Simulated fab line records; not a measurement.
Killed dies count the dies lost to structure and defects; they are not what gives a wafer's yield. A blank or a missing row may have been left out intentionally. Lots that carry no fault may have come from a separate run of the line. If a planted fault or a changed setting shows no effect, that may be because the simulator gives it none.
What tool caused it? || flow nand_harc || Sampling: 11 lots, 33 wafers, 3 of 1159 route steps

## WHAT THE GAUGES SHOWED, per wafer
NHARC_A_CONTACT_INSPECT_10.
{"lot": "L078", "measured": "day 17 09:44", "on": "defect_inspect-01", "raw_defect_count": "28 43 37"}
{"lot": "L074", "measured": "day 17 13:17", "on": "defect_inspect-01", "raw_defect_count": "11 8 12"}
{"lot": "L076", "measured": "day 17 19:16", "on": "defect_inspect-01", "raw_defect_count": "16 23 19"}
{"lot": "L081", "measured": "day 18 10:02", "on": "defect_inspect-02", "raw_defect_count": "23 34 35"}
{"lot": "L083", "measured": "day 19 10:25", "on": "defect_inspect-02", "raw_defect_count": "52 28 47"}
{"lot": "L084", "measured": "day 19 16:38", "on": "defect_inspect-02", "raw_defect_count": "25 26 24"}
{"lot": "L088", "measured": "day 20 09:38", "on": "defect_inspect-02", "raw_defect_count": "35 34 44"}
{"lot": "L090", "measured": "day 20 10:54", "on": "defect_inspect-01", "raw_defect_count": "50 33 34"}
{"lot": "L092", "measured": "day 21 14:04", "on": "defect_inspect-02", "raw_defect_count": "20 20 14"}
{"lot": "L096", "measured": "day 22 05:08", "on": "defect_inspect-01", "raw_defect_count": "14 29 29"}
{"lot": "L095", "measured": "day 22 14:37", "on": "defect_inspect-02", "raw_defect_count": "40 37 45"}

## EACH LOT AND THE TOOL THAT RAN IT (in order: tool; ch and the chambers of the sampled wafers; start)
{"lot": "L078", "NHARC_A_CONTACT_ETCH_91": "rie_diel-11 ch 1,3, day 17 06:05", "NHARC_A_CONTACT_ETCH_97": "rie_diel-11 ch 1,2,3, day 17 09:44 or earlier"}
{"lot": "L074", "NHARC_A_CONTACT_ETCH_91": "rie_diel-10 ch 0,2,3, day 17 09:50", "NHARC_A_CONTACT_ETCH_97": "rie_diel-10 ch 1,2,3, day 17 13:17 or earlier"}
{"lot": "L076", "NHARC_A_CONTACT_ETCH_91": "rie_diel-08 ch 0,3, day 17 14:26", "NHARC_A_CONTACT_ETCH_97": "rie_diel-08 ch 2,3, day 17 14:36"}
{"lot": "L081", "NHARC_A_CONTACT_ETCH_91": "rie_diel-08 ch 0,2,3, day 18 06:43", "NHARC_A_CONTACT_ETCH_97": "rie_diel-08 ch 0,1,2, day 18 10:02 or earlier"}
{"lot": "L083", "NHARC_A_CONTACT_ETCH_91": "rie_diel-08 ch 1,2,3, day 19 06:47", "NHARC_A_CONTACT_ETCH_97": "rie_diel-08 ch 1,2,3, day 19 10:25 or earlier"}
{"lot": "L084", "NHARC_A_CONTACT_ETCH_91": "rie_diel-08 ch 0,1,3, day 19 12:20", "NHARC_A_CONTACT_ETCH_97": "rie_diel-08 ch 0,2,3, day 19 16:38 or earlier"}
{"lot": "L088", "NHARC_A_CONTACT_ETCH_91": "rie_diel-08 ch 0,1,2, day 20 04:53", "NHARC_A_CONTACT_ETCH_97": "rie_diel-08 ch 0,1,2, day 20 09:38 or earlier"}
{"lot": "L090", "NHARC_A_CONTACT_ETCH_91": "rie_diel-10 ch 1,2,3, day 20 06:29", "NHARC_A_CONTACT_ETCH_97": "rie_diel-10 ch 0,2,3, day 20 10:54 or earlier"}
{"lot": "L092", "NHARC_A_CONTACT_ETCH_91": "rie_diel-10 ch 0,1,2, day 21 10:47", "NHARC_A_CONTACT_ETCH_97": "rie_diel-10 ch 1,2, day 21 14:04 or earlier"}
{"lot": "L096", "NHARC_A_CONTACT_ETCH_91": "rie_diel-08 ch 1,2,3, day 22 01:46", "NHARC_A_CONTACT_ETCH_97": "rie_diel-08 ch 1,2, day 22 05:08 or earlier"}
{"lot": "L095", "NHARC_A_CONTACT_ETCH_91": "rie_diel-08 ch 0,2, day 22 10:31", "NHARC_A_CONTACT_ETCH_97": "rie_diel-08 ch 0,2, day 22 14:37 or earlier"}
- NHARC_A_CONTACT_ETCH_91: etches the open film in CH3F/O2, target depth 40 nm, time 85.7 s.
- NHARC_A_CONTACT_ETCH_97: etches the open film in C4F6/O2, target depth 20 nm, time 10 s.

## THE ANSWER, worked out from the rows above alone
Rule: what is usual is taken from the lots themselves. The widest of any qualifying gaps counts: lots, ordered by their means at a reading, are off when they make up no more than a third of the lots, leave a main group of 4 or more, and stand apart from it by 3 or more times the standard deviation of that group's means. If all means in a main group match to the digits the tables above print for the reading, that group is not used. A lot without any number at a reading at which 4 lots or more have one is off too. Any other lot the step has rows for is counted as sound.
Nothing can be told from this: no lot is off at any reading shown.

## WHAT THE SIMULATOR PUT IN
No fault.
